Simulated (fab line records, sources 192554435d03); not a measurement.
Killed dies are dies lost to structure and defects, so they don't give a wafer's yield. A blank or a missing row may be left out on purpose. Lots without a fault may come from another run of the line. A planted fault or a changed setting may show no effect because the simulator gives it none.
fab line records | flow n5_finfet
record lots=7 wafers=21 last_day=18
route steps=1938 shown BEOL_M0@736 BEOL_M4@1111 PASSIVATION@1936
lots that met no fault: from a run of the same line without faults
start_h: hours from the record's first day to the start of the lot's first wafer shown | wait_h: hours since the lot's step before | " the same as in the row above | L1.1+2: a row that stands for several wafers | - no value, or no start given | * or withheld: withheld | < > ~ a bound
route shown NAME@n: a module of which the file shows steps, and the number in the route of the first | usual: mean/standard deviation of fault-free wafers | same: alike in all rows | chamber/n: place in a boat | sites: the reading at each site | _std_site: their standard deviation | _edge_site: outer sites' mean less inner sites' | radius_mm: how far each site lies from the wafer's centre | mask NAME#n: copy n | behind: the tool/chamber that last shaped the wafer | hold: why the lot was held/for how many hours/how that ended | device: the transistor (n, p or np) that didn't switch | end of line: the same wafers' tests at the end of the route | a step without rows: its recipe alone | killed: dies lost to structure and defects at the first sort, not the wafer's yield | map: a wafer's dies, x killed, . not, _ none there
set.NAME: the setting as run; set.NAME@STEP: as run at that earlier step | model.NAME: the simulator's own value behind a step, which no gauge read
lots at some steps of the route; a table a step, a row a wafer
services: from which hour (start_h, from the record's first day; less than 0 if before it) a tool's chamber was out of use, for how many hours, and why
## steps
# step N5_BEOL_M0_SPUTTER_132
# recipe material=Cu target_thk_a=40 temp_c=-20 chamber_pressure_pa=0.07 power_w=withheld time_s=7.37
# step N5_BEOL_M0_ANNEAL_133
# recipe temp_c=400 time_s=60 ambient=vacuum
# step N5_BEOL_M0_SPUTTER_134
# recipe material=Cu target_thk_a=40 temp_c=-20 chamber_pressure_pa=0.07 power_w=withheld time_s=7.37
# usual substrate_temp_c=-19.99/0.11 throttle_valve_pct=29.6/0.89
# columns lot.wafer tool chamber start_h wait_h substrate_temp_c throttle_valve_pct
L930.1 pvd_sputter-02 - 154.91 0.0 -19.95 30.6
L930.2 " - " " -20.03 29.9
L930.3 " - " " -19.92 30.2
L934.2 pvd_sputter-01 - 188.57 0.0 -20.13 28.3
L934.3 " - " " -20.00 28.8
L934.5 " - " " -19.92 30.0
L941.3 pvd_sputter-01 - 219.48 0.0 -20.16 30.1
L941.5 " - " " -19.76 28.2
L941.6 " - " " -20.04 29.9
L942.4 pvd_sputter-02 - 228.72 0.0 -19.98 30.9
L942.5 " - " " -20.01 29.7
L942.6 " - " " -19.82 30.5
L943.2 pvd_sputter-03 - 234.41 0.0 -19.86 28.3
L943.5 " - " " -20.18 29.2
L943.6 " - " " -19.99 30.8
L946.1 pvd_sputter-01 - 250.78 0.0 -19.88 29.9
L946.2 " - " " -20.03 30.2
L946.4 " - " " -20.05 29.0
L947.3 pvd_sputter-01 - 262.93 0.0 -20.08 30.3
L947.4 " - " " -19.88 28.3
L947.6 " - " " -19.94 28.1
# step N5_BEOL_M0_ANNEAL_135
# recipe temp_c=400 time_s=60 ambient=vacuum
# usual heater_power_w=851/60
# columns lot.wafer tool chamber start_h wait_h heater_power_w
L930.1 pvd_sputter-02 - 154.99 0.0 797
L930.2 " - " " 935
L930.3 " - " " 827
L934.2 pvd_sputter-01 - 188.65 0.0 925
L934.3 " - " " 901
L934.5 " - " " 783
L941.3 pvd_sputter-01 - 219.56 0.0 747
L941.5 " - " " 937
L941.6 " - " " 768
L942.4 pvd_sputter-02 - 228.80 0.0 775
L942.5 " - " " 765
L942.6 " - " " 775
L943.2 pvd_sputter-03 - 234.49 0.0 905
L943.5 " - " " 817
L943.6 " - " " 713
L946.1 pvd_sputter-01 - 250.86 0.0 782
L946.2 " - " " 885
L946.4 " - " " 882
L947.3 pvd_sputter-01 - 263.01 0.0 850
L947.4 " - " " 942
L947.6 " - " " 923
# step N5_BEOL_M0_SPUTTER_141
# recipe material=Cu target_thk_a=40 temp_c=-20 chamber_pressure_pa=0.07 power_w=withheld time_s=7.37
# usual substrate_temp_c=-19.99/0.1 throttle_valve_pct=29.6/0.89
# columns lot.wafer tool chamber start_h wait_h substrate_temp_c throttle_valve_pct
L930.1 pvd_sputter-02 - 155.03 0.0 -19.87 30.8
L930.2 " - " " -20.02 29.5
L930.3 " - " " -19.87 30.4
L934.2 pvd_sputter-01 - 188.69 0.0 -19.99 28.3
L934.3 " - " " -19.97 28.8
L934.5 " - " " -19.94 30.2
L941.3 pvd_sputter-01 - 219.60 0.0 -20.06 30.0
L941.5 " - " " -20.01 28.4
L941.6 " - " " -19.91 30.2
L942.4 pvd_sputter-02 - 228.84 0.0 -19.99 30.8
L942.5 " - " " -19.72 29.8
L942.6 " - " " -20.15 30.7
L943.2 pvd_sputter-03 - 234.53 0.0 -20.06 28.6
L943.5 " - " " -19.98 29.1
L943.6 " - " " -20.05 30.9
L946.1 pvd_sputter-01 - 250.90 0.0 -20.03 29.9
L946.2 " - " " -19.97 30.1
L946.4 " - " " -20.01 28.8
L947.3 pvd_sputter-01 - 263.05 0.0 -19.87 30.0
L947.4 " - " " -19.93 28.3
L947.6 " - " " -20.07 28.1
# step N5_BEOL_M0_ECD_118
# recipe material=Cu target_thk_a=3000
# step N5_BEOL_M0_ANNEAL_119
# recipe temp_c=225 time_s=90 ambient=N2
# usual wafer_temp_C_max=226.0/0.42
# columns lot.wafer tool chamber start_h wait_h wafer_temp_C_max
L930.1 rtp_anneal-01 0 155.62 0.4 226.3
L930.2 " 0 " " 226.4
L930.3 " 0 " " 226.1
L934.2 rtp_anneal-01 0 188.94 0.1 226.1
L934.3 " 0 " " 225.9
L934.5 " 0 " " 226.3
L941.3 rtp_anneal-01 0 219.93 0.2 225.8
L941.5 " 0 " " 226.5
L941.6 " 0 " " 226.4
L942.4 rtp_anneal-01 0 229.17 0.2 226.5
L942.5 " 0 " " 226.7
L942.6 " 0 " " 226.7
L943.2 rtp_anneal-02 0 234.79 0.1 225.9
L943.5 " 0 " " 225.8
L943.6 " 0 " " 225.8
L946.1 rtp_anneal-01 0 251.36 0.3 226.2
L946.2 " 0 " " 226.4
L946.4 " 0 " " 226.3
L947.3 rtp_anneal-02 0 263.34 0.1 225.6
L947.4 " 0 " " 225.7
L947.6 " 0 " " 225.3
# step N5_BEOL_M0_CMP_120
# recipe stop_on=SiOC t_overpolish_s=6.9 down_force_psi=1 platen_rpm=50 clearing_platen_down_force_psi=1.5 clearing_platen_rpm=50 post_cmp_clean=cu_alkaline clearing_platen_pad_velocity_m_s=0.99484 pad_velocity_m_s=0.99484
# usual barrier_field_endpoint_s=3.58/0.15 clearing_platen_rpm=50.003/0.028 motor_current_A=5.9/0.79 overpolish_run_s=6.902/0.0095 time_to_endpoint_s=61/3.8
# columns lot.wafer tool chamber start_h wait_h barrier_field_endpoint_s clearing_platen_rpm motor_current_A overpolish_run_s time_to_endpoint_s
L930.1 cmp-03 2 155.93 0.3 3.55 50.018 6.6 6.907 62
L930.2 " 0 " " 3.63 49.998 7.2 6.902 60
L930.3 " 1 " " 3.71 50.066 5.7 6.892 63
L934.2 cmp-03 2 189.20 0.2 3.58 50.007 6.0 6.909 58
L934.3 " 3 " " 3.69 50.008 5.9 6.913 64
L934.5 " 3 " " 3.48 50.008 6.1 6.918 60
L941.3 cmp-03 1 220.27 0.3 3.74 50.077 5.9 6.878 62
L941.6 " 2 " " 3.77 50.021 6.6 6.907 61
L941.5 " 3 " " 3.81 50.005 5.7 6.898 63
L942.4 cmp-01 0 229.45 0.2 3.42 49.984 6.3 6.899 63
L942.6 " 1 " " 3.54 50.000 6.6 6.901 59
L942.5 " 2 " " 3.39 50.006 4.9 6.891 54
L943.2 cmp-01 3 236.30 1.5 3.47 49.987 5.2 6.898 62
L943.6 " 1 " " 3.39 50.005 6.5 6.902 55
L943.5 " 2 " " 3.29 49.947 4.8 6.902 53
L946.2 cmp-03 3 251.67 0.2 3.65 50.077 5.7 6.916 64
L946.1 " 0 " " 3.82 49.996 7.3 6.891 64
L946.4 " 2 " " 3.71 50.037 6.6 6.910 58
L947.3 cmp-01 1 263.60 0.2 3.43 49.991 6.9 6.910 54
L947.4 " 3 " " 3.56 50.005 5.0 6.918 62
L947.6 " 1 " " 3.57 50.002 6.7 6.913 56
# step N5_BEOL_M0_PRE_CLEAN_131
# recipe gas=NH3/H2 time_s=15 temp_c=* rf_power_w=300
# step N5_BEOL_M0_CO_CAP_123
# recipe material=Co target_thk_a=20 temp_c=200 precursor=CCTBA/H2 pressure_torr=30 time_s=102.1
# step N5_BEOL_M0_PRE_CLEAN_124
# recipe gas=NH3 time_s=15 temp_c=withheld rf_power_w=300
# step N5_BEOL_M0_DEP_125
# recipe material=SiCN target_thk_a=80 temp_c=withheld precursor=3MS/NH3 pressure_torr=3 rf_w=202 time_s=14
# usual showerhead_plenum_p_Torr=3.662/0.015 throttle_valve_pct=9.1/0.86
# columns lot.wafer tool chamber start_h wait_h showerhead_plenum_p_Torr throttle_valve_pct model.SiCN_of_BEOL_M0_DEP_125.thk_nm
L930.1 pecvd-02 0 156.41 0.0 3.683 8.3 8.2
L930.2 " 2 " " 3.677 8.7 8.2
L930.3 " 1 " " 3.677 8.9 8
L934.2 pecvd-03 0 189.68 0.0 3.667 11.2 8
L934.3 " 1 " " 3.638 9.6 8.2
L934.5 " 1 " " 3.637 9.5 8.4
L941.3 pecvd-03 1 220.64 0.0 3.639 9.5 7
L941.5 " 2 " " 3.652 8.1 8.2
L941.6 " 0 " " 3.655 11.0 7.8
L942.4 pecvd-03 2 229.84 0.0 3.655 8.3 7.2
L942.5 " 0 " " 3.657 11.0 7.8
L942.6 " 1 " " 3.640 9.5 8
L943.2 pecvd-03 1 236.94 0.0 3.631 9.3 7
L943.5 " 1 " " 3.625 9.5 8.2
L943.6 " 0 " " 3.664 11.1 8.2
L946.1 pecvd-01 2 252.16 0.0 3.659 9.6 8
L946.2 " 1 " " 3.685 8.9 7.8
L946.4 " 2 " " 3.665 9.5 8
L947.3 pecvd-02 0 264.06 0.0 3.688 8.1 8.2
L947.4 " 2 " " 3.675 8.8 8.2
L947.6 " 1 " " 3.654 9.0 8.2
# step N5_BEOL_M0_RS_MEAS_126
# recipe thk_meas_gauge=four-point-probe reads=Co_of_BEOL_M0_CO_CAP_123+Cu_of_BEOL_M0_ECD_118+Co_of_BEOL_M0_CVD_115+TaN_of_BEOL_M0_ALD_136
# usual M0_RS=0.541/0.024
# columns lot.wafer tool chamber start_h wait_h M0_RS[ohm/sq]
L930.1 film_metro-02 - 156.48 0.0 0.603
L930.2 " - " " 0.551
L930.3 " - " " 0.544
L934.2 film_metro-01 - 189.75 0.1 0.527
L934.3 " - " " 0.522
L934.5 " - " " 0.518
L941.3 film_metro-02 - 220.71 0.1 0.550
L941.5 " - " " 0.532
L941.6 " - " " 0.546
L942.4 film_metro-01 - 229.89 0.0 0.519
L942.5 " - " " 0.543
L942.6 " - " " 0.552
L943.2 film_metro-01 - 237.01 0.1 0.521
L943.5 " - " " 0.573
L943.6 " - " " 0.576
L946.1 film_metro-02 - 252.22 0.0 0.540
L946.2 " - " " 0.516
L946.4 " - " " 0.509
L947.3 film_metro-02 - 264.12 0.1 0.571
L947.4 " - " " 0.531
L947.6 " - " " 0.537
# step N5_BEOL_M4_RC_MEAS_101
# usual DIBL_N=36.0/2.5 DIBL_P=36.2/3 IOFF_N=0.16/0.044 IOFF_P=0.21/0.049 ION_N=671/15 ION_P=461/8.7 SS_N=71.5/0.72 SS_P=73.4/0.9 VT_N=251/4.4 VT_P=-250/4
# columns lot.wafer tool chamber start_h wait_h DIBL_N[mV/V] DIBL_P[mV/V] IOFF_N[nA/um] IOFF_P[nA/um] ION_N[uA/um] ION_P[uA/um] SS_N[mV/dec] SS_P[mV/dec] VT_N[mV] VT_P[mV]
L930.1 prober-01 0 219.12 0.0 38.4 39.2 0.18 0.26 695 476 71.3 74.3 248 -250
L930.2 " 0 " " 38.6 40.1 0.19 0.30 680 467 72.1 74.8 248 -245
L930.3 " 0 " " 35.0 34.7 0.12 0.19 669 466 70.2 73.2 254 -252
L934.2 prober-02 0 244.47 0.2 35.3 34.4 0.13 0.20 671 460 71.0 73.2 251 -251
L934.3 " 0 " " 34.0 31.9 0.11 0.16 648 448 70.5 72.6 256 -252
L934.5 " 0 " " 33.5 31.9 0.10 0.16 656 463 70.2 73.2 254 -250
L942.4 prober-01 0 286.28 0.5 35.8 37.2 0.17 0.23 678 467 72.0 73.5 249 -246
L942.5 " 0 " " 35.5 35.5 0.18 0.22 682 469 71.5 73.4 249 -249
L942.6 " 0 " " 34.7 35.6 0.14 0.21 664 457 70.9 73.2 252 -249
L943.2 prober-01 0 286.90 0.6 33.0 32.5 0.11 0.17 652 453 70.0 71.8 252 -254
L943.5 " 0 " " 33.3 33.4 0.11 0.17 665 464 71.3 71.8 255 -254
L943.6 " 0 " " 36.1 34.9 0.15 0.19 668 453 72.4 72.9 252 -252
L941.3 prober-02 0 301.99 0.3 41.1 42.8 0.24 0.33 691 469 72.4 75.3 242 -244
L941.5 " 0 " " 38.0 38.4 0.17 0.22 679 456 71.8 74.9 250 -254
L941.6 " 0 " " 41.0 42.0 0.23 0.31 688 471 72.8 74.7 244 -246
L946.1 prober-01 0 308.34 0.0 39.0 39.1 0.20 0.29 666 460 72.7 74.2 248 -248
L946.2 " 0 " " 35.8 35.5 0.15 0.20 658 457 71.9 72.7 252 -250
L946.4 " 0 " " 35.1 34.9 0.14 0.19 684 470 70.8 73.6 250 -250
L947.3 prober-02 0 319.01 0.3 30.4 29.3 0.07 0.10 638 438 70.0 71.8 261 -263
L947.4 " 0 " " 35.3 35.9 0.12 0.18 662 456 71.2 73.4 256 -255
L947.6 " 0 " " 33.7 33.6 0.11 0.14 660 453 71.0 73.0 256 -258
# step N5_PASSIVATION_PROBE_49
# usual defect_limited_yield=91.7/1.4 killed_at_M0_to_M3=31/11 killed_at_M4_up=13/4.6 killed_at_contacts=13/6.7 killed_at_front_end=39/9.6 killed_at_other=3.5/2.8 killed_dies=98/16 killed_open=64/11 killed_short=33/8.5 sort_bin_4_leakage=0.00/0.032 sort_bin_5_function=4.9/0.96 sort_bin_6_memory=3.1/0.59 sort_bin_8_speed=0.2/1.3 sort_n_pass=1080/23 sort_yield_pct=91.5/1.9
# same gross_dies=1180 killed_at_back_side=0
# columns lot.wafer tool chamber start_h wait_h defect_limited_yield[%] killed_at_M0_to_M3 killed_at_M4_up killed_at_contacts killed_at_front_end killed_at_other killed_dies killed_open killed_short sort_bin_4_leakage[%] sort_bin_5_function[%] sort_bin_6_memory[%] sort_bin_8_speed[%] sort_n_pass sort_yield_pct[%]
L930.1 prober-02 - 326.78 0.3 91.4 30 17 12 43 0 102 63 38 0 5.2 3.1 0 1078 91.4
L930.2 prober-02 - 326.83 0.3 91.4 28 11 23 39 0 101 65 35 0 5.3 2.9 0 1079 91.4
L930.3 prober-02 - 326.88 0.4 91.6 27 9 7 53 3 99 62 37 0 4.7 3.1 0 1081 91.6
L934.2 prober-01 - 343.66 0.1 90.8 38 13 13 40 4 108 61 47 0 6.0 2.8 0 1072 90.8
L934.3 prober-01 - 343.71 0.1 91.1 38 25 9 32 1 105 65 40 0 5.8 2.9 0 1075 91.1
L934.5 prober-01 - 343.81 0.2 89.6 50 13 13 45 2 123 78 45 0 6.7 3.1 0 1057 89.6
L942.4 prober-02 - 388.06 0.2 91.9 32 9 3 43 8 95 62 32 0 5.4 2.5 0 1085 91.9
L942.5 prober-02 - 388.11 0.2 92.4 32 9 12 33 4 90 64 26 0 4.2 3.3 0 1090 92.4
L942.6 prober-02 - 388.16 0.3 92.3 29 11 18 21 12 91 62 28 0 4.7 2.5 0 1089 92.3
L941.3 prober-01 - 409.37 0.1 89.6 43 14 12 52 2 123 79 43 0 5.9 4.2 0 1057 89.6
L941.5 prober-01 - 409.47 0.2 87.7 60 13 13 56 3 145 83 60 0 7.0 4.6 0 1035 87.7
L941.6 prober-01 - 409.52 0.3 87.6 76 9 9 46 6 146 85 61 0.08 8.0 3.8 0 1033 87.5
L946.1 prober-01 - 410.81 0.0 93.1 29 11 13 28 1 82 54 27 0 4.3 2.4 0 1098 93.1
L946.2 prober-01 - 410.86 0.1 91.5 26 17 14 43 0 100 60 38 0 4.8 3.1 0 1080 91.5
L946.4 prober-01 - 410.96 0.2 92.4 19 10 11 46 4 90 64 24 0 4.0 3.6 0 1090 92.4
L947.3 prober-01 - 422.98 0.1 92.2 24 6 9 39 14 92 61 31 0 5.2 2.6 0.2 1086 92.0
L947.4 prober-01 - 423.03 0.2 92.0 25 12 16 39 2 94 62 32 0 5.1 2.4 0 1086 92.0
L947.6 prober-01 - 423.13 0.3 90.2 16 17 15 63 5 116 73 34 0 5.3 3.3 0 1064 90.2
# killed by level:class
L930.1 FIN_SAQP:geometric_particle:open=9 FIN_SAQP:geometric_particle:short=9 MOL_CONTACT_COAG:geometric_particle:open=9 BEOL_M3:geometric_particle:open=9 BEOL_M4:geometric_particle:open=6 BEOL_M1:geometric_particle:open=5 DUMMY_GATE:geometric_particle:open=4 BEOL_M3:geometric_particle:short=4
L930.2 MOL_CONTACT_COAG:geometric_particle:open=19 FIN_SAQP:geometric_particle:short=15 BEOL_M3:geometric_particle:open=11 BEOL_M2:geometric_particle:open=7 ILD0:geometric_particle:open=5 BEOL_M5:geometric_particle:open=5 FIN_SAQP:geometric_particle:open=4 BEOL_M0_SAQP:geometric_particle:short=4
L930.3 FIN_SAQP:geometric_particle:short=13 STI_FIN_REVEAL:geometric_particle:open=11 BEOL_M2:geometric_particle:open=7 BEOL_M3:geometric_particle:open=7 FIN_SAQP:geometric_particle:open=6 MOL_CONTACT_COAG:geometric_particle:open=6 STARTING-WAFER:geometric_particle:open=4 STI_FIN_REVEAL:geometric_particle:short=3
L934.2 BEOL_M0_SAQP:geometric_particle:short=14 STI_FIN_REVEAL:geometric_particle:open=10 FIN_SAQP:geometric_particle:open=8 MOL_CONTACT_COAG:geometric_particle:open=8 STARTING-WAFER:geometric_particle:short=6 MOL_CONTACT_COAG:geometric_particle:short=5 BEOL_M0_SAQP:geometric_particle:open=5 BEOL_M2:geometric_particle:short=5
L934.3 BEOL_M0_SAQP:geometric_particle:open=11 BEOL_M4:geometric_particle:open=11 BEOL_M0_SAQP:geometric_particle:short=10 FIN_SAQP:geometric_particle:short=8 FIN_SAQP:geometric_particle:open=8 BEOL_M8:geometric_particle:open=8 STI_FIN_REVEAL:geometric_particle:open=6 MOL_CONTACT_COAG:geometric_particle:open=6
L934.5 BEOL_M0_SAQP:geometric_particle:short=13 FIN_SAQP:geometric_particle:short=11 BEOL_M0_SAQP:geometric_particle:open=11 STI_FIN_REVEAL:geometric_particle:open=11 FIN_SAQP:geometric_particle:open=10 BEOL_M0:geometric_particle:open=10 MOL_CONTACT_COAG:geometric_particle:open=10 BEOL_M4:geometric_particle:open=6
L942.4 FIN_SAQP:geometric_particle:open=12 BEOL_M0_SAQP:geometric_particle:short=10 BEOL_M3:geometric_particle:open=8 STI_FIN_REVEAL:geometric_particle:open=7 BEOL_M0_SAQP:geometric_particle:open=7 DUMMY_GATE:geometric_particle:open=5 BEOL_M4:geometric_particle:open=5 MIM_TOP:geometric_particle:short=5
L942.5 MOL_CONTACT_COAG:geometric_particle:open=11 STI_FIN_REVEAL:geometric_particle:open=10 BEOL_M3:geometric_particle:open=8 BEOL_M0_SAQP:geometric_particle:short=7 BEOL_M1:geometric_particle:open=7 BEOL_M0_SAQP:geometric_particle:open=5 FIN_SAQP:geometric_particle:short=4 FIN_SAQP:geometric_particle:open=4
L942.6 MOL_CONTACT_COAG:geometric_particle:open=15 FIN_SAQP:geometric_particle:open=7 BEOL_M0_SAQP:geometric_particle:open=6 BEOL_M0_SAQP:geometric_particle:short=6 BEOL_M2:geometric_particle:open=6 BEOL_M4:geometric_particle:open=5 BEOL_M2:geometric_particle:short=4 BEOL_M3:geometric_particle:open=4
L941.3 FIN_SAQP:geometric_particle:short=16 FIN_SAQP:geometric_particle:open=12 STI_FIN_REVEAL:geometric_particle:open=10 MOL_CONTACT_COAG:geometric_particle:open=10 BEOL_M0_SAQP:geometric_particle:open=9 BEOL_M3:geometric_particle:open=9 BEOL_M1:geometric_particle:open=8 BEOL_M2:geometric_particle:open=6
L941.5 BEOL_M0_SAQP:geometric_particle:open=19 BEOL_M0_SAQP:geometric_particle:short=16 STI_FIN_REVEAL:geometric_particle:open=11 GATE_CUT:geometric_particle:short=11 FIN_SAQP:geometric_particle:short=9 FIN_SAQP:geometric_particle:open=8 MOL_CONTACT_COAG:geometric_particle:open=7 MOL_CONTACT_COAG:geometric_particle:short=6
L941.6 BEOL_M0_SAQP:geometric_particle:open=22 BEOL_M0_SAQP:geometric_particle:short=17 FIN_SAQP:geometric_particle:open=12 FIN_SAQP:geometric_particle:short=11 BEOL_M2:geometric_particle:short=10 BEOL_M3:geometric_particle:open=9 MOL_CONTACT_COAG:geometric_particle:open=7 STI_FIN_REVEAL:geometric_particle:open=6
L946.1 BEOL_M0_SAQP:geometric_particle:open=11 MOL_CONTACT_COAG:geometric_particle:open=9 BEOL_M0_SAQP:geometric_particle:short=8 FIN_SAQP:geometric_particle:open=7 BEOL_M4:geometric_particle:open=6 MOL_CONTACT_COAG:geometric_particle:short=4 BEOL_M2:geometric_particle:open=4 FIN_SAQP:geometric_particle:short=3
L946.2 MOL_CONTACT_COAG:geometric_particle:open=11 FIN_SAQP:geometric_particle:short=10 BEOL_M1:geometric_particle:open=8 STI_FIN_REVEAL:geometric_particle:open=7 BEOL_M4:geometric_particle:open=6 GATE_CUT:geometric_particle:open=5 BEOL_M0_SAQP:geometric_particle:short=5 BEOL_M5:geometric_particle:open=4
L946.4 FIN_SAQP:geometric_particle:open=15 STI_FIN_REVEAL:geometric_particle:open=10 MOL_CONTACT_COAG:geometric_particle:open=10 FIN_SAQP:geometric_particle:short=6 BEOL_M1:geometric_particle:open=6 BEOL_M0_SAQP:geometric_particle:short=4 BEOL_M3:geometric_particle:open=4 GATE_CUT:geometric_particle:short=3
L947.3 STI_FIN_REVEAL:geometric_particle:open=10 PASS1_CAP:geometric_particle:short=10 FIN_SAQP:geometric_particle:open=9 FIN_SAQP:geometric_particle:short=9 MOL_CONTACT_COAG:geometric_particle:open=8 BEOL_M0_SAQP:geometric_particle:open=6 BEOL_M1:geometric_particle:open=6 BEOL_M3:geometric_particle:open=5
L947.4 STI_FIN_REVEAL:geometric_particle:open=15 MOL_CONTACT_COAG:geometric_particle:open=10 FIN_SAQP:geometric_particle:open=6 MOL_CONTACT_COAG:geometric_particle:short=6 BEOL_M3:geometric_particle:open=6 BEOL_M0_SAQP:geometric_particle:open=5 FIN_SAQP:geometric_particle:short=4 STI_FIN_REVEAL:geometric_particle:short=4
L947.6 STI_FIN_REVEAL:geometric_particle:open=14 FIN_SAQP:geometric_particle:short=12 MOL_CONTACT_COAG:geometric_particle:open=10 BEOL_M5:geometric_particle:open=10 FIN_SAQP:geometric_particle:open=9 HKMG_FIN:area_etch=9 MOL_CONTACT_COAG:geometric_particle:short=5 ILD0:geometric_particle:open=4
## services
# columns tool chamber start_h hours kind
cmp-03 - 131.93 4.0 pm
pvd_sputter-02 - 134.70 2.2 repair
cmp-03 - 135.93 - consumable_replace:conditioner
cmp-03 - 135.93 - consumable_replace:pad
pvd_sputter-01 - 138.71 1.8 repair
pecvd-01 - 148.62 1.1 repair
pecvd-01 - 149.76 2.8 pm
pecvd-01 0 170.29 - calibration
pecvd-02 - 177.81 12.4 repair
pecvd-03 2 180.79 5.7 repair
pecvd-01 - 189.62 5.5 pm
cmp-01 - 213.14 15.0 pm
pecvd-02 - 218.26 16.8 repair
pecvd-02 - 237.05 4.3 pm
cmp-01 - 241.18 2.2 pm
pecvd-03 - 242.55 1.7 repair
cmp-01 - 243.90 4.0 pm
pecvd-03 - 247.71 5.3 repair
cmp-01 - 247.90 - consumable_replace:conditioner
cmp-01 - 247.90 - consumable_replace:pad
pecvd-01 - 259.73 2.9 repair
cmp-01 - 260.80 0.8 repair
## key
first_sign none at tools or gauges
model_effect step=N5_BEOL_M0_DEP_125 value=SiCN_of_BEOL_M0_DEP_125.thk_nm without=7.933 struck=7.067
met_at N5_BEOL_M0_DEP_125
struck_wafers L941.3,L942.4,L943.2
onset_between 189.68 220.64
fault kind=process_parameter_drift tool=pecvd-03 chamber=- onset_h=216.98 steps=N5_BEOL_M0_DEP_125 channel=time_s offset=* shape=step end_h=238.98 scope=struck_wafers_only acts_in=* stated=*
